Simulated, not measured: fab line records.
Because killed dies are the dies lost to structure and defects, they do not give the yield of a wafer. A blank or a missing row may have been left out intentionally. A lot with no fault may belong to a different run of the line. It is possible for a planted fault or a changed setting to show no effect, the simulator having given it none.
A struck lot beside a sound one    flow n5Finfet    15 steps out of a route of 1938
Sound: these wafers, L960.2, L960.4, L960.6. The struck wafers were L963.2, L963.3, L963.4. The cause comes at the end.
Each step with rows lists, per side, the tool, then ch with its chambers, then its first start. Under that, the readings that differ: sound wafers    struck wafers    difference of the means    sigmas: that difference in standard deviations of wafers without a fault.
alike: words and numbers the same on both sides, and readings whose means are apart by under 2 such deviations; not compared: readings that were withheld, readings missing a value for some wafer, numbers with overlapping values and no deviation given by the record, and bounds like >300 which may hide the same value.
Wherever a step has rows on one side only, a row that says differs or no value, or a row with sigmas, the two part there. When numbers do not overlap yet have no deviation, they are printed without sigmas and do not part them. A reading missing from all wafers of one side parts the sides only when that side holds two or more wafers.

first, 1 step without rows for these wafers: N5_BEOL_M12_HARDBAKE_14 (time 120 s).
N5_BEOL_M12_CD_MEAS_10: target cd 140 nm.
  sound on cdSem-01 ch 0, day 11 03:58; struck on cdSem-02 ch 0, day 12 00:59
  alike: cdNm
N5_BEOL_M12_OVL_MEAS_11:
  sound on overlay-02 ch 0, day 11 04:00; struck on overlay-02 ch 0, day 12 01:01
  alike: V11_OVL
N5_BEOL_M12_INSPECT_12: inspects for defects (macro).
  struck on defectInspect-01, day 12 01:03; sound on defectInspect-02, day 11 04:01
reading         sound  struck  difference  sigmas
rawDefectCount  4 1 6  0 1 1   -3          -2
N5_BEOL_M12_DESCUM_15: chemistry O2, time 7.9 s.
  sound on rieDiel-02 ch 2,3, day 11 04:03; struck on rieDiel-06 ch 0,1,2, day 12 01:06
  alike: drypumpMotorCurrentA, oesProductAu, rfVppV, showerheadPlenumPTorr, throttleValvePct
  not compared: rfHoursCounterH
N5_BEOL_M12_ETCH_59: etches BARC in N2/H2, target depth 89 nm, overetch 26.7 nm, time 67.9 s.
  sound on rieDiel-02 ch 2,3, day 11 04:05; struck on rieDiel-06 ch 0,1,2, day 12 01:08
  alike: drypumpMotorCurrentA, oesProductAu, rfVppV, showerheadPlenumPTorr, throttleValvePct
  not compared: rfHoursCounterH
N5_BEOL_M12_VIA_ETCH_16: etches SiOC in C4F8/O2/Ar, target depth 724.8 nm.
  sound on rieDiel-02 ch 2,3, day 11 04:08; struck on rieDiel-06 ch 0,1,2, day 12 01:11
  alike: drypumpMotorCurrentA, oesProductAu, rfVppV, showerheadPlenumPTorr, throttleValvePct
N5_BEOL_M12_STRIP_63: strips in N2/H2.
  sound on plasmaAsher-02 ch 0,1, day 11 04:20; struck on plasmaAsher-02 ch 0,1, day 12 01:23
  alike: drypumpMotorCurrentA, heaterPowerW, oesProductAu, stripTimeToEndpointS
  not compared: rfHoursCounterH
N5_BEOL_M12_STRIP_64: strips in N2/H2.
  sound on plasmaAsher-02 ch 0,1, day 11 04:24; struck on plasmaAsher-02 ch 0,1, day 12 01:27
  alike: drypumpMotorCurrentA, heaterPowerW, oesProductAu, stripTimeToEndpointS
  not compared: rfHoursCounterH
then, 2 steps without rows for these wafers: N5_BEOL_M12_STRIP_71 (strips in post etch residue remover, time 60 s); N5_BEOL_M12_SRD_72 (time 30 s, dry time 30 s).
N5_BEOL_M12_CD_MEAS_17: target cd 140 nm.
  struck on cdSem-01, day 12 01:37; sound on cdSem-02, day 11 04:33
  alike: cdNm
N5_BEOL_M12_COAT_65: time 60 s, resist thk 300 nm.
  sound on lithoTrack-03 ch 0, day 11 04:35; struck on lithoTrack-02 ch 0, day 12 01:39
reading                                   sound                 struck                difference  sigmas
spinSpeedRpm (rpm)                        1500.5 1499.9 1500.3  1536.8 1536.5 1538.4  +37.0       +34
model.SOC_of_BEOL_M12_COAT_65.thkNm (nm)  300.6 300.8 301       298 297.2 297.8       -3          
then, 1 step without rows for these wafers: N5_BEOL_M12_COAT_66 (time 60 s, resist thk 110 nm).
N5_PASSIVATION_PROBE_49:
  the record holds rows for the sound wafers here (prober-01, day 12 18:19) but none for the struck ones

## WHERE THEY PART
First at N5_BEOL_M12_INSPECT_12; last, within this record, at N5_PASSIVATION_PROBE_49.

WHY: what the simulator had put in
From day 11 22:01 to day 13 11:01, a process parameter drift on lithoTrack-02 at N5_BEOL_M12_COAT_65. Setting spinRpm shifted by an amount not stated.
